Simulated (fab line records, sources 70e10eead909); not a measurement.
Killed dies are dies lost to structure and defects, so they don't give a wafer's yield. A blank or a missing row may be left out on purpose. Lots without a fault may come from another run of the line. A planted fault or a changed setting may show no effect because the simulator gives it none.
Which tool did it? | flow nand_harc | 13 lots, 39 wafers sampled, at 5 steps of a route of 1302

WHAT THE GAUGES READ, wafer by wafer
NHARC_A_ONON_D2_THK_MEAS_30: measures by ellipsometry. Usual: thk_nm 1002 nm, standard deviation 9.7.
lot  | measured     | on            | thk_nm (nm)    | flag
L940 | day 15 07:24 | film_metro-02 | 798 797 798    | OFF
L939 | day 15 07:23 | film_metro-01 | 992 989 989    |
L941 | day 16 02:53 | film_metro-01 | 806 806 806    | OFF
L948 | day 19 08:12 | film_metro-01 | 1010 1011 1012 |
L949 | day 19 13:43 | film_metro-02 | 1002 1001 1000 |
L951 | day 19 13:40 | film_metro-02 | 1002 1002 1001 |
L952 | day 20 03:09 | film_metro-01 | 1009 1010 1009 |
L950 | day 20 02:48 | film_metro-01 | 994 995 994    |
L953 | day 20 20:17 | film_metro-02 | 1015 1016 1016 |
L954 | day 21 09:11 | film_metro-01 | 986 984 985    |
L955 | day 22 03:52 | film_metro-02 | 987 991 988    |
L956 | day 22 07:37 | film_metro-02 | 992 991 992    |
L957 | day 22 15:22 | film_metro-01 | 1002 1002 1003 |

NHARC_A_CHANNEL_HOLE_D2_INSPECT_12. Usual: raw_defect_count 28, standard deviation 22.
lot  | measured     | on                | raw_defect_count | flag
L939 | day 15 10:47 | defect_inspect-02 | 69 66 46         |
L948 | day 19 11:32 | defect_inspect-02 | 11 12 13         |
L949 | day 19 19:46 | defect_inspect-02 | 49 54 45         |
L951 | day 19 19:36 | defect_inspect-01 | 16 16 9          |
L952 | day 20 08:34 | defect_inspect-01 | 63 50 44         |
L950 | day 20 07:26 | defect_inspect-02 | 18 23 19         |
L953 | day 20 23:40 | defect_inspect-02 | 29 20 19         |
L954 | day 21 15:02 | defect_inspect-02 | 21 22 24         |
L955 | day 22 08:55 | defect_inspect-02 | 5 6 8            |
L956 | day 22 11:17 | defect_inspect-01 | 30 33 28         |
L957 | day 22 19:47 | defect_inspect-02 | 6 13 5           |

NHARC_END_SORT_01. Usual: killed_at_array 59, standard deviation 16; killed_at_other 0.8, standard deviation 1.1; killed_at_periphery 3.6, standard deviation 2.4; killed_dies 64, standard deviation 16; killed_open 3.4, standard deviation 1.8; killed_short 2.5, standard deviation 1.6.
lot  | measured     | on        | killed_at_array | killed_at_other | killed_at_periphery | killed_dies | killed_open | killed_short | flag
L940 | day 26 13:33 | prober-01 | 673 669 673     | 0 0 0           | 4 8 4               | 677 677 677 | 5 9 2       | 1 2 1        | OFF
L941 | day 27 08:58 | prober-01 | 677 674 677     | 0 0 0           | 0 3 0               | 677 677 677 | 1 7 0       | 2 3 0        | OFF
L950 | day 31 14:32 | prober-01 | 73 73           | 0 0             | 4 2                 | 77 75       | 5 6         | 3 2          |
L953 | day 32 09:23 | prober-01 | 72 56 51        | 0 0 0           | 4 2 4               | 76 58 55    | 4 0 2       | 1 1 3        |

WHICH TOOL RAN EACH LOT (tool, then ch and the chambers of the sampled wafers, then the start)
lot  | NHARC_A_DECK1_JOINT_ETCHBACK_07  | NHARC_A_ONON_D2_DEP_28
L940 | rie_si-05 ch 0,3, day 13 07:40   | pecvd_onon-01 ch 0, day 15 06:53
L939 | rie_si-04 ch 0,2,3, day 13 07:41 | pecvd_onon-04 ch 0, day 15 06:53
L941 | rie_si-04 ch 2,3, day 14 06:09   | pecvd_onon-01 ch 0, day 16 02:30
L948 | rie_si-05 ch 0,1,2, day 17 10:21 | pecvd_onon-04 ch 0, day 19 07:44
L949 | rie_si-04 ch 0,1,3, day 17 15:44 | pecvd_onon-04 ch 0, day 19 13:15
L951 | rie_si-04 ch 1,2,3, day 17 19:24 | pecvd_onon-03 ch 0, day 19 13:10
L952 | rie_si-05 ch 2,3, day 18 01:39   | pecvd_onon-04 ch 0, day 20 02:38
L950 | rie_si-04 ch 0,1,2, day 18 01:39 | pecvd_onon-04 ch 0, day 20 02:21
L953 | rie_si-04 ch 0,2,3, day 18 18:19 | pecvd_onon-03 ch 0, day 20 19:46
L954 | rie_si-05 ch 0,3, day 19 09:29   | pecvd_onon-03 ch 0, day 21 08:45
L955 | rie_si-05 ch 1,3, day 20 00:37   | pecvd_onon-03 ch 0, day 22 03:28
L956 | rie_si-01 ch 2,3, day 20 11:18   | pecvd_onon-01 ch 0, day 22 07:06
L957 | rie_si-05 ch 1,2,3, day 20 16:01 | pecvd_onon-01 ch 0, day 22 14:52
- NHARC_A_DECK1_JOINT_ETCHBACK_07: etches the open film in HBr, target depth 105 nm, time 26.9 s.
- NHARC_A_ONON_D2_DEP_28: target thk 1000 nm.

WHAT THE TOOLS THEMSELVES READ (means of the sampled wafers that have a number; where no wafer has one, the mark that the record gives instead)
NHARC_A_DECK1_JOINT_ETCHBACK_07. Usual: chamber_pressure_mTorr 14.999 mTorr, standard deviation 0.013; drypump_motor_current_A 5.9 A, standard deviation 0.48; oes_product_au 0.999 a.u., standard deviation 0.0089; throttle_valve_pct 23.266 %, standard deviation 0.009.
lot  | tool      | chamber_pressure_mTorr (mTorr) | drypump_motor_current_A (A) | oes_product_au (a.u.) | throttle_valve_pct (%) | flag
L940 | rie_si-05 | 14.996                         | 5.9                         | 0.998                 | 23.268                 |
L939 | rie_si-04 | 14.991                         | 5.5                         | 1.004                 | 23.261                 |
L941 | rie_si-04 | 14.997                         | 5.8                         | 0.990                 | 23.260                 |
L948 | rie_si-05 | 15.005                         | 6.0                         | 0.999                 | 23.259                 |
L949 | rie_si-04 | 15.005                         | 5.3                         | 0.997                 | 23.265                 |
L951 | rie_si-04 | 14.992                         | 5.7                         | 1.001                 | 23.261                 |
L952 | rie_si-05 | 14.991                         | 6.5                         | 1.005                 | 23.280                 |
L950 | rie_si-04 | 15.000                         | 5.7                         | 1.001                 | 23.257                 |
L953 | rie_si-04 | 14.983                         | 5.5                         | 0.996                 | 23.262                 |
L954 | rie_si-05 | 14.990                         | 5.9                         | 0.993                 | 23.259                 |
L955 | rie_si-05 | 14.989                         | 6.3                         | 1.001                 | 23.271                 |
L956 | rie_si-01 | 15.002                         | 5.5                         | 0.999                 | 23.273                 |
L957 | rie_si-05 | 15.007                         | 6.3                         | 0.995                 | 23.272                 |

NHARC_A_ONON_D2_DEP_28. Usual: n2o_flow_sccm 1999 sccm, standard deviation 6.7.
lot  | tool          | n2o_flow_sccm (sccm) | flag
L940 | pecvd_onon-01 | 2003                 |
L939 | pecvd_onon-04 | 2003                 |
L941 | pecvd_onon-01 | 1999                 |
L948 | pecvd_onon-04 | 1986                 |
L949 | pecvd_onon-04 | 2000                 |
L951 | pecvd_onon-03 | 1995                 |
L952 | pecvd_onon-04 | 1995                 |
L950 | pecvd_onon-04 | 2001                 |
L953 | pecvd_onon-03 | 1996                 |
L954 | pecvd_onon-03 | 1994                 |
L955 | pecvd_onon-03 | 2004                 |
L956 | pecvd_onon-01 | 1997                 |
L957 | pecvd_onon-01 | 1999                 |

THE ANSWER, worked out from the rows above alone
Rule: a lot is off if the mean of its wafers that have a number lies more than 3 standard deviations from the usual mean. A lot without any number at a reading at which 4 lots or more have one is off too. The other lots that the step has rows for count as sound. The gauges are gone through in route order, then the tools' own readings, and for those a lot's mean is taken as printed above. The first step at which some lot is off is used, and at that step the reading that is off furthest; a lot without a number counts as furthest.
Off: L940, L941, at NHARC_A_ONON_D2_THK_MEAS_30 (thk_nm).
A tool fits if, at a process step before that reading, it ran every lot that is off, and no sound lot after the first of them. The gauges at NHARC_A_ONON_D2_THK_MEAS_30 aren't tried: what is off there is off at NHARC_END_SORT_01 too, on other tools, and a gauge's error can't cause that. None of those tried fits.

WHAT THE SIMULATOR HAD PUT IN
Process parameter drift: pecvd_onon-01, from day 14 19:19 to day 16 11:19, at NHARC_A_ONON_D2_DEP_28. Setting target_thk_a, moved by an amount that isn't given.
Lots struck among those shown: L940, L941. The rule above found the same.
